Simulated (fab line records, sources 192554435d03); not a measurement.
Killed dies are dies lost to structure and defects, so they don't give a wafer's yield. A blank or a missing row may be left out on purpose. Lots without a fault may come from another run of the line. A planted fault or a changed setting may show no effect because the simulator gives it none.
Which tool did it? | flow n5_finfet | 9 lots, 25 wafers sampled, at 5 steps of a route of 1938

WHAT THE GAUGES READ, wafer by wafer
N5_BEOL_M4_RC_MEAS_101.
lot  | measured     | on        | DIBL_N (mV/V)
L977 | day 8 16:44  | prober-02 | 38.1 34.3 36.9
L979 | day 9 01:55  | prober-02 | 34.2 35.6 36.1
L981 | day 9 18:32  | prober-01 | 37.0 37.8 36.4
L980 | day 9 12:20  | prober-01 | 36.3 37.5
L982 | day 9 12:40  | prober-02 | 34.3 34.4 38.4
L987 | day 11 10:50 | prober-02 | 36.5 37.8 39.0
L991 | day 11 21:04 | prober-02 | 34.7 34.9 35.6
L996 | day 13 15:16 | prober-01 | 32.7 35.5 33.7
L997 | day 14 08:32 | prober-01 | 36.5 41.0

WHICH TOOL RAN EACH LOT (tool, then ch and the chambers of the sampled wafers, then the start)
lot  | N5_SD_EPI_N_SD_RECESS_17        | N5_SD_EPI_P_ETCH_36               | N5_SD_EPI_P_ETCHBACK_46           | N5_SD_EPI_P_ETCH_47
L977 | rie_si-06 ch 0,1,3, day 4 00:20 | rie_diel-03 ch 1,3, day 4 05:57   | rie_diel-03 ch 1,3, day 4 06:20   | rie_diel-03 ch 1,3, day 4 06:26
L979 | rie_si-01 ch 0,2,3, day 4 09:56 | rie_diel-04 ch 0,3, day 4 13:44   | rie_diel-04 ch 0,3, day 4 14:07   | rie_diel-04 ch 0,3, day 4 14:13
L981 | rie_si-06 ch 0,1,3, day 4 18:44 | rie_diel-06 ch 2,3, day 4 23:43   | rie_diel-06 ch 2,3, day 5 00:05   | rie_diel-06 ch 2,3, day 5 00:11
L980 | rie_si-06 ch 0,1, day 4 23:00   | rie_diel-06 ch 1,3, day 5 03:08   | rie_diel-06 ch 1,3, day 5 03:31   | rie_diel-06 ch 1,3, day 5 03:37
L982 | rie_si-01 ch 0,1,3, day 5 02:53 | rie_diel-06 ch 2,3, day 5 07:30   | rie_diel-06 ch 2,3, day 5 07:53   | rie_diel-06 ch 2,3, day 5 07:59
L987 | rie_si-01 ch 0,1, day 6 11:16   | rie_diel-06 ch 0,1,3, day 6 16:53 | rie_diel-06 ch 0,1,3, day 6 17:16 | rie_diel-06 ch 0,1,3, day 6 17:22
L991 | rie_si-01 ch 0,1,3, day 7 06:35 | rie_diel-04 ch 1,2,3, day 7 11:01 | rie_diel-04 ch 1,2,3, day 7 11:23 | rie_diel-04 ch 1,2,3, day 7 11:29
L996 | rie_si-05 ch 0,2,3, day 8 18:22 | rie_diel-06 ch 0,1,3, day 8 22:53 | rie_diel-06 ch 0,1,3, day 8 23:16 | rie_diel-06 ch 0,1,3, day 8 23:22
L997 | rie_si-06 ch 0,3, day 8 20:40   | rie_diel-06 ch 0,3, day 9 00:39   | rie_diel-06 ch 0,3, day 9 01:02   | rie_diel-06 ch 0,3, day 9 01:08
- N5_SD_EPI_N_SD_RECESS_17: chemistry HBr/Cl2/O2, target depth 41 nm, time 23.7 s, bt time 3 s.
- N5_SD_EPI_P_ETCH_36: etches SiARC in CF4, target depth 45.5 nm, time 75.8 s.
- N5_SD_EPI_P_ETCHBACK_46: etches SiNx in CH3F/O2, stops on SiO2, target depth 17.5 nm.
- N5_SD_EPI_P_ETCH_47: etches SiOCN in CH3F/O2, target depth 25 nm.

THE ANSWER, worked out from the rows above alone
Rule: what is usual is taken from the lots themselves. Put in order of their means at a reading, lots are off if they are a third of the lots or fewer, leave a main group of 4 or more, and stand apart from it by a gap of 3 or more times the standard deviation of the main group's means; of several such gaps the widest counts. A main group whose means are all the same, to the digits that the tables above print for the reading, isn't used. A lot without any number at a reading at which 4 lots or more have one is off too. The other lots that the step has rows for count as sound.
No lot is off at any reading shown: from this, nothing can be told.

WHAT THE SIMULATOR HAD PUT IN
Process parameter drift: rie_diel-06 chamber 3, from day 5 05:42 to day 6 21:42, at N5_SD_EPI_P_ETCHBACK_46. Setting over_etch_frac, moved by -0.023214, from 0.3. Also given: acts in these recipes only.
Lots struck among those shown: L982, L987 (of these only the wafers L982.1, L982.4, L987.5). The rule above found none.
